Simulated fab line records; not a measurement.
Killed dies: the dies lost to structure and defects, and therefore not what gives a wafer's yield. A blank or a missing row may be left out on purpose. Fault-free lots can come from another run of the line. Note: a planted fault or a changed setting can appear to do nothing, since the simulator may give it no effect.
Split-lot experiment    flow n5_finfet    route with 1938 steps; 7 lots, 21 wafers read

== ON THE SPLIT ==
At N5_BEOL_M3_ETCH_41 (etches SiCN in CH3F/O2, target depth 29.9 nm, time 52.5 s), the setting target_depth_a was moved away from the recipe's 299 angstrom on 10 of the 21 wafers read, by -9.3% to +10.6%. The other wafers ran this setting at the recipe's value.

The reading comes from the split's own step.

== THE READING ==
etch.depth_nm (the simulator's own value, which no gauge read), in nm, at N5_BEOL_M3_ETCH_41 (etches SiCN in CH3F/O2, target depth 29.9 nm, time 52.5 s). No usual value for it is given in the file. The 11 wafers here that ran the recipe average 19.53 nm, standard deviation 0.21 nm.

wafer   tool, chamber at the split  target_depth_a as run, angstrom  against the recipe  etch.depth_nm, nm  against lot-mates on the recipe
L076.1  rie_diel-06, 2              284.3                            -4.9%               18.43              -0.75
L076.2  rie_diel-06, 0              299                              recipe              19.18              -
L076.4  rie_diel-06, 2              284.3                            -4.9%               18.41              -0.77
L079.1  rie_diel-01, 0              299                              recipe              19.63              -
L079.3  rie_diel-01, 3              330.7                            +10.6%              22.25              +2.52
L079.6  rie_diel-01, 2              299                              recipe              19.83              -
L083.3  rie_diel-01, 0              299                              recipe              19.49              -
L083.5  rie_diel-01, 1              299                              recipe              19.47              -
L083.6  rie_diel-01, 0              299                              recipe              19.52              -
L088.2  rie_diel-05, 3              299                              recipe              19.24              -
L088.3  rie_diel-05, 2              271.1                            -9.3%               17.84              -1.73
L088.4  rie_diel-05, 1              299                              recipe              19.91              -
L091.1  rie_diel-06, 3              324.5                            +8.5%               22.19              no lot-mate on the recipe
L091.4  rie_diel-06, 2              324.5                            +8.5%               21.22              no lot-mate on the recipe
L091.5  rie_diel-06, 2              324.5                            +8.5%               21.23              no lot-mate on the recipe
L096.3  rie_diel-01, 1              273.6                            -8.5%               18.67              no lot-mate on the recipe
L096.5  rie_diel-01, 2              273.6                            -8.5%               18.18              no lot-mate on the recipe
L096.6  rie_diel-01, 3              273.6                            -8.5%               18.01              no lot-mate on the recipe
L097.2  rie_diel-06, 2              299                              recipe              19.56              -
L097.4  rie_diel-06, 1              299                              recipe              19.52              -
L097.5  rie_diel-06, 1              299                              recipe              19.45              -

FIT RESULTS
A straight line over all 21 wafers: etch.depth_nm changes by +0.205 nm for each +1% of target_depth_a; r = +0.96; the points scatter about the line by 0.35 nm.
The same after taking each lot's own level away (the mean of its wafers on the recipe; 15 wafers): +0.206 nm for each +1%; r = +0.98; scatter 0.19 nm.
The reading moves by 2.2 nm for the largest change in target_depth_a, on that fit.
Measured against the standard deviation above, the lots' own levels, which go from 19.180 to 19.730 nm, span 2.7 times it.
Consequently the slope shifts little with the lot-to-lot level, the two slopes agreeing.
Check: for one of the wafers moved furthest among these (+10.6%), held out of the fit, the line's prediction against its lot-mates is +1.87 nm. It came out at +2.52 nm against them.

== OTHER SPLITS ON THESE WAFERS ==
These wafers also went through other splits before the reading. Each is held against what the fit with the lots' levels taken away leaves over:
other split on the same wafers     wafers away from the commonest value  r with etch.depth_nm (lot level and that fit taken away)
N5_BEOL_M1_HM_DEP_02 target_thk_a  9                                     +0.02
N5_BEOL_M2_SPUTTER_48 time_s       11                                    -0.01

== FILE'S OWN FIT ==
etch.depth_nm changes by +0.209 nm for each +1% of target_depth_a, r = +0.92.
